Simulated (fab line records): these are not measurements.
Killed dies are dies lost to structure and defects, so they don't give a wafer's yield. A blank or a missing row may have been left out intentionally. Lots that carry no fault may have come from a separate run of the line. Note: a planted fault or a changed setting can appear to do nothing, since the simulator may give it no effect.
Split-lot study	flow n5-finfet	21 wafers read from 7 lots, route of 1938 steps

SPLIT DETAILS
At N5_BEOL_M13_ETCH_68 (etches SOC in N2/H2, time 355 s), the setting time-s was moved away from the recipe's 355 s on 8 of the 21 wafers read, by -15.1% to +17.8%. All remaining wafers had this setting at the recipe value.

Reading taken at the split's own step.

THE READING
SiARC_of_BEOL_M13_COAT_66.thk-nm (the simulator's own value, which no gauge read), in nm, at N5_BEOL_M13_ETCH_68 (etches SOC in N2/H2, time 355 s). There is no usual value for it anywhere in the file. Here, 13 wafers ran the recipe; their average is 77.0 nm with a standard deviation of 0.59 nm.

wafer	tool, chamber at the split	time-s as run, s	against the recipe	SiARC_of_BEOL_M13_COAT_66.thk-nm, nm	against lot-mates on the recipe
L075.1	rie-diel-03, 0	355	recipe	77	-
L075.2	rie-diel-03, 3	355	recipe	76.6	-
L075.4	rie-diel-03, 2	355	recipe	77.6	-
L081.2	rie-diel-06, 1	355	recipe	76.6	-
L081.4	rie-diel-06, 0	355	recipe	76.4	-
L081.6	rie-diel-06, 0	355	recipe	77	-
L084.1	rie-diel-06, 2	400	+12.7%	71.4	-5.4
L084.5	rie-diel-06, 2	400	+12.7%	71.2	-5.6
L084.6	rie-diel-06, 3	355	recipe	76.8	-
L086.1	rie-diel-06, 2	410.9	+15.7%	70.2	-6.3
L086.4	rie-diel-06, 1	355	recipe	76.4	-
L086.5	rie-diel-06, 0	355	recipe	76.6	-
L090.1	rie-diel-03, 0	390.6	+10.0%	74.2	-3.4
L090.2	rie-diel-03, 1	355	recipe	78.2	-
L090.4	rie-diel-03, 3	355	recipe	77	-
L095.1	rie-diel-03, 3,0	418.3	+17.8%	71.8	no lot-mate on the recipe
L095.3	rie-diel-03, 3,0	418.3	+17.8%	71.8	no lot-mate on the recipe
L095.2	rie-diel-03, 2	418.3	+17.8%	69.8	no lot-mate on the recipe
L096.1	rie-diel-01, 2	355	recipe	78.2	-
L096.2	rie-diel-01, 3	301.5	-15.1%	82.6	+5.0
L096.6	rie-diel-01, 0	355	recipe	77	-
When a row names more than one chamber, that row covers several wafers, and the file does not tell which wafer ran in which chamber.

THE FIT
A straight line over all 21 wafers: SiARC_of_BEOL_M13_COAT_66.thk-nm changes by -0.367 nm for each +1% of time-s; r = -0.97; the points scatter about the line by 0.81 nm.
The same after taking each lot's own level away (the mean of its wafers on the recipe; 18 wafers): -0.384 nm for each +1%; r = -0.99; scatter 0.48 nm.
That fit puts the effect of the largest move of time-s on the reading at 6.8 nm.
The lots' own levels span 76.50 to 77.60 nm, that is 1.9 times the standard deviation above.
So the lot-to-lot level changes the slope little: the two slopes agree.
Check: with one of the wafers moved furthest among these (+15.7%) left out of the fit, the line predicts -6.09 nm for it against its lot-mates. Against them it came out at -6.3 nm.

OTHER SPLITS APPLIED TO THESE WAFERS
Note: prior to the reading, these wafers also went through further splits. Each is held against what the fit with the lots' levels taken away leaves over:
other split on the same wafers	wafers away from the commonest value	r with SiARC_of_BEOL_M13_COAT_66.thk-nm (lot level and that fit taken away)
N5_BEOL_M13_COAT_04 spin-rpm	7	+0.26

THE FILE'S OWN FIT
SiARC_of_BEOL_M13_COAT_66.thk-nm changes by -0.378 nm for each +1% of time-s, r = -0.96.
